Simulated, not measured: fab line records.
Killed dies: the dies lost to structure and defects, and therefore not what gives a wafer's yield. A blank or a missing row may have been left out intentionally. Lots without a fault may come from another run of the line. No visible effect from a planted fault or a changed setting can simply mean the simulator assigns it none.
Which tool did it?	flow n5_finfet	10 lots, 30 wafers sampled, at 5 steps of a route of 1938

WHAT THE GAUGES SHOWED, per wafer
N5_BEOL_M4_RC_MEAS_101.
lot	measured	on	DIBL_N (mV/V)	DIBL_P (mV/V)	IOFF_N (nA/um)	IOFF_P (nA/um)	ION_N (uA/um)	ION_P (uA/um)	SS_N (mV/dec)	SS_P (mV/dec)	VT_N (mV)	VT_P (mV)
L737	day 11 20:04	prober-01	39.1 38.2 36.7	42 40 39	0.22 0.20 0.19	0.29 0.26 0.26	686 679 695	468 465 481	72.3 72.0 71.3	74.4 73.7 73.7	246 248 244	-246 -246 -246
L740	day 12 13:42	prober-02	35.9 31.9 35.3	36 31 34	0.16 0.10 0.16	0.18 0.13 0.17	671 663 670	449 451 453	71.5 69.7 70.8	74.0 72.0 72.7	248 252 246	-250 -256 -255
L744	day 13 15:51	prober-01	33.8 34.2 34.2	34 34 34	0.16 0.14 0.15	0.22 0.21 0.21	667 662 684	462 460 474	71.5 71.5 71.1	73.0 72.4 73.1	248 250 248	-248 -249 -249
L741	day 13 23:03	prober-02	37.8 42.2 36.9	38 44 37	0.18 0.31 0.17	0.23 0.34 0.22	684 692 694	470 471 468	72.6 73.7 71.5	73.9 76.2 73.5	251 243 246	-250 -247 -250
L746	day 13 09:17	prober-02	34.9 35.4 34.2	35 33 33	0.13 0.13 0.11	0.20 0.17 0.15	682 662 648	472 458 444	71.0 71.3 70.2	73.2 72.0 72.0	253 251 257	-250 -255 -256
L745	day 14 05:34	prober-02	35.8 35.1 37.7	34 34 37	0.12 0.13 0.16	0.21 0.20 0.25	652 662 675	457 464 465	71.0 71.3 71.9	73.4 71.6 73.4	254 251 251	-251 -249 -247
L752	day 15 19:40	prober-02	36.0 34.3 38.8	35 33 39	0.16 0.15 0.24	0.22 0.20 0.29	669 670 688	460 459 464	71.3 71.2 72.0	72.8 72.3 73.4	248 248 243	-247 -248 -247
L754	day 15 22:50	prober-02	37.6 39.2 36.5	38 41 37	0.17 0.21 0.15	0.20 0.28 0.20	673 674 675	458 466 462	71.3 72.2 71.2	73.8 75.1 73.9	248 249 248	-252 -249 -254
L753	day 17 04:29	prober-01	35.1 36.6 35.3	37 38 37	0.15 0.19 0.15	0.23 0.23 0.21	659 682 665	460 457 454	71.3 72.4 71.9	73.8 73.2 73.4	250 248 252	-250 -250 -250
L755	day 17 04:50	prober-02	40.9 40.3 39.2	44 43 41	0.28 0.30 0.26	0.38 0.36 0.31	686 695 685	469 472 464	73.0 72.4 72.8	75.4 74.8 75.0	241 239 243	-241 -240 -243

WHAT TOOL EACH LOT RAN ON (gives the tool, then ch and the chambers of the sampled wafers, and finally the start)
lot	N5_BEOL_M2_PRE_CLEAN_45	N5_BEOL_M2_SPUTTER_48	N5_BEOL_M2_SPUTTER_81	N5_BEOL_M2_ANNEAL_91
L737	pvd_sputter-03, day 8 15:56	pvd_sputter-02, day 8 16:38	pvd_sputter-02, day 8 17:04	pvd_sputter-02, day 8 17:49
L740	pvd_sputter-02, day 9 18:54	pvd_sputter-01, day 9 20:32	pvd_sputter-01, day 9 20:58	pvd_sputter-01, day 9 21:43
L744	pvd_sputter-02, day 9 23:06	pvd_sputter-01, day 10 01:31	pvd_sputter-01, day 10 01:57	pvd_sputter-01, day 10 02:41
L741	pvd_sputter-02, day 10 02:34	pvd_sputter-01, day 10 03:21	pvd_sputter-01, day 10 03:47	pvd_sputter-01, day 10 04:32
L746	pvd_sputter-02, day 10 05:08	pvd_sputter-02, day 10 05:49	pvd_sputter-02, day 10 06:16	pvd_sputter-02, day 10 07:00
L745	pvd_sputter-01, day 11 10:44	pvd_sputter-02, day 11 13:02	pvd_sputter-02, day 11 13:29	pvd_sputter-02, day 11 14:13
L752	pvd_sputter-01, day 13 01:56	pvd_sputter-02, day 13 02:34	pvd_sputter-02, day 13 03:00	pvd_sputter-02, day 13 03:44
L754	pvd_sputter-02, day 13 12:41	pvd_sputter-02, day 13 14:50	pvd_sputter-02, day 13 15:18	pvd_sputter-02, day 13 16:07
L753	pvd_sputter-03, day 13 16:37	pvd_sputter-02, day 13 17:18	pvd_sputter-02, day 13 17:46	pvd_sputter-02, day 13 18:33
L755	pvd_sputter-02, day 14 05:49	pvd_sputter-02, day 14 06:29	pvd_sputter-02, day 14 06:56	pvd_sputter-02, day 14 07:40
- N5_BEOL_M2_PRE_CLEAN_45: time 30 s.
- N5_BEOL_M2_SPUTTER_48: material Cu, target thk 4.5 nm, time 8.29 s.
- N5_BEOL_M2_SPUTTER_81: material Cu, target thk 4.5 nm, time 8.29 s.
- N5_BEOL_M2_ANNEAL_91: time 240 s.

WHAT THE TOOLS THEMSELVES READ (means of the sampled wafers that have a number; where no wafer has one, the mark that the record gives instead)
N5_BEOL_M2_PRE_CLEAN_45.
lot	tool	heater_power_w (W)
L737	pvd_sputter-03	308
L740	pvd_sputter-02	316
L744	pvd_sputter-02	312
L741	pvd_sputter-02	292
L746	pvd_sputter-02	306
L745	pvd_sputter-01	323
L752	pvd_sputter-01	344
L754	pvd_sputter-02	291
L753	pvd_sputter-03	318
L755	pvd_sputter-02	294

N5_BEOL_M2_SPUTTER_48.
lot	tool	chamber_pressure_pa (Pa)	chuck_gas_flow_sccm (sccm)	throttle_valve_pct (%)
L737	pvd_sputter-02	0.07	1.23	29.7
L740	pvd_sputter-01	0.07	1.29	30.1
L744	pvd_sputter-01	0.07	1.24	30.5
L741	pvd_sputter-01	0.07	1.28	30.2
L746	pvd_sputter-02	0.07	1.32	29.7
L745	pvd_sputter-02	0.07	1.26	29.9
L752	pvd_sputter-02	0.07	1.27	30.1
L754	pvd_sputter-02	0.07	1.24	29.8
L753	pvd_sputter-02	0.07	1.26	30.0
L755	pvd_sputter-02	0.07	1.28	29.8

N5_BEOL_M2_SPUTTER_81.
lot	tool	chamber_pressure_pa (Pa)	chuck_gas_flow_sccm (sccm)	throttle_valve_pct (%)
L737	pvd_sputter-02	0.06992	1.31	29.7
L740	pvd_sputter-01	0.07003	1.27	30.1
L744	pvd_sputter-01	-	-	-
L741	pvd_sputter-01	-	-	-
L746	pvd_sputter-02	-	-	-
L745	pvd_sputter-02	0.06993	1.25	29.9
L752	pvd_sputter-02	0.06991	1.30	29.9
L754	pvd_sputter-02	0.07011	1.27	30.0
L753	pvd_sputter-02	0.07014	1.29	29.9
L755	pvd_sputter-02	0.06997	1.30	29.9

N5_BEOL_M2_ANNEAL_91.
lot	tool	heater_power_w (W)
L737	pvd_sputter-02	716
L740	pvd_sputter-01	820
L744	pvd_sputter-01	757
L741	pvd_sputter-01	824
L746	pvd_sputter-02	722
L745	pvd_sputter-02	782
L752	pvd_sputter-02	773
L754	pvd_sputter-02	754
L753	pvd_sputter-02	744
L755	pvd_sputter-02	783

THE ANSWER, worked out from the rows above alone
Rule: usual is defined by the lots themselves. The widest of any qualifying gaps counts: lots, ordered by their means at a reading, are off when they make up no more than a third of the lots, leave a main group of 4 or more, and stand apart from it by 3 or more times the standard deviation of that group's means. Not used: any main group whose means are identical at the precision the tables above print for the reading. A lot without any number at a reading at which 4 lots or more have one is off too. The other lots that the step has rows for count as sound. After the gauges, taken in route order, come the tools' own readings; for these a lot's mean is taken, as printed above. At the first step where some lot is off, the reading lying furthest off is the one used; lots without a number count as furthest.
Off: L744, L741, L746 (N5_BEOL_M2_SPUTTER_81, chamber_pressure_pa). Without a number there: L744, L741, L746. For the main group the mean is 0.07000 Pa and the standard deviation 8.7e-05.
A tool fits if, at that step or a process step before it, it ran every lot that is off, and no sound lot after the first of them. No candidate that was tried fits.

WHAT WAS PUT IN BY THE SIMULATOR
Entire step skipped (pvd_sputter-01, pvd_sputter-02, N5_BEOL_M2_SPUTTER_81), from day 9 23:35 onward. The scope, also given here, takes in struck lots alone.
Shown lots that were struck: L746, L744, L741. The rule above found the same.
